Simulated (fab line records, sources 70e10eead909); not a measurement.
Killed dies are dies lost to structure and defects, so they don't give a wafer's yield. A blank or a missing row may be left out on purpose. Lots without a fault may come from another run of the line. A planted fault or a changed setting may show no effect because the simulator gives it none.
Which tool did it? | flow nand_harc | 12 lots, 33 wafers sampled, at 4 steps of a route of 1302

WHAT THE GAUGES READ, wafer by wafer
The record holds no reading of a measuring or inspecting step that can be judged against a usual standard deviation.

WHICH TOOL RAN EACH LOT (tool, then ch and the chambers of the sampled wafers, then the start)
lot  | NHARC_A_CONTACT_DEP_85          | NHARC_A_CONTACT_ETCH_89            | NHARC_A_CONTACT_ETCH_31                       | NHARC_A_CONTACT_ETCH_98
L604 | pecvd-02 ch 0,1,2, day 21 13:14 | rie_diel-04 ch 2,3, day 21 14:10   | rie_diel-04 ch 0,1,2, no start                | rie_diel-04 ch 0,2,3, no start
L605 | pecvd-03 ch 1,2, day 22 16:44   | rie_diel-01 ch 0,1,2, day 22 18:01 | rie_diel-01 ch 0,1,2, day 22 21:23 or earlier | rie_diel-04 ch 1,2, day 22 21:23
L607 | pecvd-02 ch 0,1, day 22 18:42   | rie_diel-04 ch 1,3, day 22 19:55   | rie_diel-04 ch 0,3, no start                  | rie_diel-06 ch 1,2,3, no start
L609 | pecvd-02 ch 0,1,2, day 23 17:53 | rie_diel-04 ch 1,2, day 23 18:55   | rie_diel-04 ch 2,3, no start                  | rie_diel-04 ch 0,1, no start
L613 | pecvd-03 ch 0,1,2, day 25 18:26 | rie_diel-06 ch 0,2,3, day 25 19:26 | rie_diel-06 ch 1,2,3, day 26 00:04 or earlier | rie_diel-06 ch 0,2,3, day 26 00:04
L618 | pecvd-01 ch 0,2, day 27 19:29   | rie_diel-04 ch 0,1,3, day 27 20:35 | rie_diel-04 ch 1,2,3, no start                | rie_diel-04 ch 0,1,2, no start
L617 | pecvd-03 ch 1,2, day 28 01:03   | rie_diel-04 ch 3, day 28 02:08     | rie_diel-04 ch 0,1, day 28 05:04 or earlier   | rie_diel-04 ch 0,2, day 28 05:04
L621 | pecvd-02 ch 0,2, day 28 09:21   | rie_diel-04 ch 1,3, day 28 10:25   | rie_diel-04 ch 1,2, no start                  | rie_diel-04 ch 1,2, no start
L620 | pecvd-02 ch 1,2, day 28 09:55   | rie_diel-04 ch 1,2, day 28 11:18   | rie_diel-04 ch 2,3, no start                  | rie_diel-04 ch 0,3, no start
L625 | pecvd-02 ch 0,1,2, day 30 11:34 | rie_diel-01 ch 1,2,3, day 30 12:40 | rie_diel-01 ch 0,1, no start                  | rie_diel-01 ch 0,3, no start
L626 | pecvd-02 ch 0,1, day 31 09:05   | rie_diel-04 ch 0,3, day 31 10:11   | rie_diel-04 ch 0,1, no start                  | rie_diel-04 ch 0,1,3, no start
L627 | pecvd-03 ch 0,1, day 31 21:34   | rie_diel-04 ch 0,3, day 31 23:20   | rie_diel-04 ch 1,2, no start                  | rie_diel-04 ch 1,2, no start
- NHARC_A_CONTACT_DEP_85: deposits SiON, target thk 60 nm.
- NHARC_A_CONTACT_ETCH_89: etches the open film in N2/H2, target depth 260 nm, time 475.3 s.
- NHARC_A_CONTACT_ETCH_31: etches the open film in O2/COS, target depth 2800 nm, time 728 s.
- NHARC_A_CONTACT_ETCH_98: etches the open film in C4F6/O2, target depth 20 nm, time 10 s.

WHAT THE TOOLS THEMSELVES READ (means of the sampled wafers that have a number; where no wafer has one, the mark that the record gives instead)
NHARC_A_CONTACT_DEP_85. Usual: heater_power_w 730 W, standard deviation 81; showerhead_vpp_V 1151 V, standard deviation 58.
lot  | tool     | heater_power_w (W) | showerhead_vpp_V (V) | flag
L604 | pecvd-02 | 720                | 1151                 |
L605 | pecvd-03 | 701                | 1196                 |
L607 | pecvd-02 | 774                | 1177                 |
L609 | pecvd-02 | 761                | 1143                 |
L613 | pecvd-03 | 679                | 1164                 |
L618 | pecvd-01 | 659                | 1149                 |
L617 | pecvd-03 | 792                | 1188                 |
L621 | pecvd-02 | 662                | 1176                 |
L620 | pecvd-02 | 760                | 1094                 |
L625 | pecvd-02 | 719                | 1142                 |
L626 | pecvd-02 | 737                | 1183                 |
L627 | pecvd-03 | 692                | 1152                 |

NHARC_A_CONTACT_ETCH_89. Usual: drypump_motor_current_A 5.9 A, standard deviation 0.47; h2_flow_sccm 150.0 sccm, standard deviation 0.44; oes_product_au 0.999 a.u., standard deviation 0.012; rf_vpp_V 429.2 V, standard deviation 2.8; showerhead_plenum_p_Torr 1.99 Torr, standard deviation 0.089; throttle_valve_pct 14.171 %, standard deviation 0.0095.
lot  | tool        | drypump_motor_current_A (A) | h2_flow_sccm (sccm) | oes_product_au (a.u.) | rf_vpp_V (V) | showerhead_plenum_p_Torr (Torr) | throttle_valve_pct (%) | flag
L604 | rie_diel-04 | 5.8                         | 150.4               | 1.003                 | 426.7        | 1.91                            | 14.171                 |
L605 | rie_diel-01 | 6.0                         | 150.2               | 1.000                 | 429.9        | 2.03                            | 14.174                 |
L607 | rie_diel-04 | 5.8                         | 150.2               | 0.987                 | 428.0        | 1.95                            | 14.173                 |
L609 | rie_diel-04 | 5.9                         | 149.9               | 1.006                 | 427.6        | 1.92                            | 14.177                 |
L613 | rie_diel-06 | 5.7                         | 149.6               | 1.005                 | 433.0        | 2.10                            | 14.169                 |
L618 | rie_diel-04 | 6.1                         | 150.3               | 0.996                 | 429.6        | 2.01                            | 14.167                 |
L617 | rie_diel-04 | 5.7                         | 150.2               | 0.928                 | 426.9        | 1.93                            | 14.175                 | OFF
L621 | rie_diel-04 | 5.8                         | 150.0               | 0.930                 | 427.1        | 1.94                            | 14.156                 | OFF
L620 | rie_diel-04 | 5.8                         | 149.8               | 0.940                 | 426.2        | 1.92                            | 14.183                 | OFF
L625 | rie_diel-01 | 5.8                         | 149.7               | 0.990                 | 428.5        | 1.97                            | 14.170                 |
L626 | rie_diel-04 | 6.0                         | 149.9               | 0.997                 | 429.5        | 2.00                            | 14.164                 |
L627 | rie_diel-04 | 6.0                         | 150.2               | 1.003                 | 429.3        | 2.00                            | 14.174                 |

NHARC_A_CONTACT_ETCH_31. Usual: drypump_motor_current_A 5.9 A, standard deviation 0.47; oes_product_au 1.000 a.u., standard deviation 0.012; rf_vpp_V 313.3 V, standard deviation 1.9; showerhead_plenum_p_Torr 3.06 Torr, standard deviation 0.13; throttle_valve_pct 28.331 %, standard deviation 0.0088.
lot  | tool        | drypump_motor_current_A (A) | oes_product_au (a.u.) | rf_vpp_V (V) | showerhead_plenum_p_Torr (Torr) | throttle_valve_pct (%) | flag
L604 | rie_diel-04 | 6.1                         | 0.997                 | 313.7        | 3.07                            | 28.332                 |
L605 | rie_diel-01 | 6.0                         | 0.997                 | 313.6        | 3.11                            | 28.332                 |
L607 | rie_diel-04 | 6.3                         | 1.007                 | 315.3        | 3.17                            | 28.335                 |
L609 | rie_diel-04 | 5.7                         | 0.978                 | 311.9        | 2.96                            | 28.329                 |
L613 | rie_diel-06 | 5.7                         | 0.999                 | 315.4        | 3.19                            | 28.333                 |
L618 | rie_diel-04 | 5.8                         | 0.990                 | 312.3        | 2.96                            | 28.338                 |
L617 | rie_diel-04 | 6.3                         | 1.007                 | 314.9        | 3.12                            | 28.314                 |
L621 | rie_diel-04 | 5.8                         | 0.992                 | 311.5        | 2.96                            | 28.328                 |
L620 | rie_diel-04 | 5.8                         | 0.990                 | 310.6        | 2.94                            | 28.331                 |
L625 | rie_diel-01 | 5.9                         | 1.005                 | 314.0        | 3.08                            | 28.331                 |
L626 | rie_diel-04 | 6.4                         | 1.004                 | 315.1        | 3.17                            | 28.328                 |
L627 | rie_diel-04 | 5.9                         | 1.012                 | 311.1        | 2.94                            | 28.338                 |

NHARC_A_CONTACT_ETCH_98. Usual: drypump_motor_current_A 5.9 A, standard deviation 0.47; oes_product_au 0.949 a.u., standard deviation 0.016; rf_vpp_V 545 V, standard deviation 3.4; showerhead_plenum_p_Torr 3.85 Torr, standard deviation 0.16; throttle_valve_pct 26.902 %, standard deviation 0.0094.
lot  | tool        | drypump_motor_current_A (A) | oes_product_au (a.u.) | rf_vpp_V (V) | showerhead_plenum_p_Torr (Torr) | throttle_valve_pct (%) | flag
L604 | rie_diel-04 | 6.0                         | 0.953                 | 544          | 3.84                            | 26.897                 |
L605 | rie_diel-04 | 5.9                         | 0.936                 | 544          | 3.75                            | 26.903                 |
L607 | rie_diel-06 | 5.7                         | 0.950                 | 548          | 4.02                            | 26.903                 |
L609 | rie_diel-04 | 6.4                         | 0.956                 | 548          | 3.99                            | 26.899                 |
L613 | rie_diel-06 | 5.7                         | 0.945                 | 549          | 4.03                            | 26.906                 |
L618 | rie_diel-04 | 6.1                         | 0.955                 | 545          | 3.84                            | 26.909                 |
L617 | rie_diel-04 | 6.2                         | 0.976                 | 546          | 3.88                            | 26.908                 |
L621 | rie_diel-04 | 5.9                         | 0.939                 | 542          | 3.72                            | 26.901                 |
L620 | rie_diel-04 | 6.2                         | 0.943                 | 548          | 3.91                            | 26.904                 |
L625 | rie_diel-01 | 5.3                         | 0.953                 | 545          | 3.80                            | 26.904                 |
L626 | rie_diel-04 | 6.1                         | 0.938                 | 546          | 3.86                            | 26.905                 |
L627 | rie_diel-04 | 5.9                         | 0.937                 | 542          | 3.70                            | 26.896                 |

THE ANSWER, worked out from the rows above alone
Rule: a lot is off if the mean of its wafers that have a number lies more than 3 standard deviations from the usual mean. A lot without any number at a reading at which 4 lots or more have one is off too. The other lots that the step has rows for count as sound. The gauges are gone through in route order, then the tools' own readings, and for those a lot's mean is taken as printed above. The first step at which some lot is off is used, and at that step the reading that is off furthest; a lot without a number counts as furthest.
Off: L617, L621, L620, at NHARC_A_CONTACT_ETCH_89 (oes_product_au).
A tool fits if, at that step or a process step before it, it ran every lot that is off, and no sound lot after the first of them. None of those tried fits.

WHAT THE SIMULATOR HAD PUT IN
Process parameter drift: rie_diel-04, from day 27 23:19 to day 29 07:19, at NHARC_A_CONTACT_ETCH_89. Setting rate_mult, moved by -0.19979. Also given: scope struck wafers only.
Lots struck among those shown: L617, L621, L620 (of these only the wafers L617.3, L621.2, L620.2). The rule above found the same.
